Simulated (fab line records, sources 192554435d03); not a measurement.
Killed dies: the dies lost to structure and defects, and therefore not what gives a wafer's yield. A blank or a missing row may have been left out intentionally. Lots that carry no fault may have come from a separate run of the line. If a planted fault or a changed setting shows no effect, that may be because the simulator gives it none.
Matching of chambers :: flow n5_finfet :: N5_HKMG_FIN_ALD_91 on ald_metal-04: 4 sister chambers
The step deposits TiN, target thk 1 nm, pulse time 1 s, purge time 3 s. 4 wafers are shown with their chamber, then 8 later ones without.

== WAFERS PAIRED WITH THEIR CHAMBERS ==
wafer: L084.3
chamber: 3
heater_power_w (W): 800

wafer: L086.2
chamber: 0
heater_power_w (W): 963

wafer: L090.6
chamber: 1
heater_power_w (W): 881

wafer: L092.1
chamber: 2
heater_power_w (W): 1135

== WAFERS MISSING THEIR CHAMBER ==
wafer: L092.4
heater_power_w (W): 807

wafer: L092.6
heater_power_w (W): 810

wafer: L094.1
heater_power_w (W): 814

wafer: L094.2
heater_power_w (W): 877

wafer: L094.6
heater_power_w (W): 806

wafer: L097.1
heater_power_w (W): 947

wafer: L097.2
heater_power_w (W): 862

wafer: L097.5
heater_power_w (W): 865

== THE CHAMBER EACH PASSED THROUGH ==
wafer: L092.4
from the rows above: 3
in truth: 3

wafer: L092.6
from the rows above: 3
in truth: 3

wafer: L094.1
from the rows above: 3
in truth: 3

wafer: L094.2
from the rows above: 1
in truth: 1

wafer: L094.6
from the rows above: 3
in truth: 3

wafer: L097.1
from the rows above: 0
in truth: 0

wafer: L097.2
from the rows above: 1
in truth: 1

wafer: L097.5
from the rows above: 1
in truth: 1
Correct placement for 8 of the 8. From these rows, 0 cannot be placed. Placed wrongly: 0.
How it was worked out, from the rows above alone: a wafer's distance from a chamber is the root of the sum, over the readings, of the square of ((its reading less the chamber's mean) divided by the reading's scatter). The wafer belongs to the nearest chamber; if the next one is less than 2 further off, it can't be placed. A chamber's mean is the mean of its shown wafers. The scatter: root of mean squared gap, hidden wafer to nearest shown wafer, with one shown wafer a chamber.
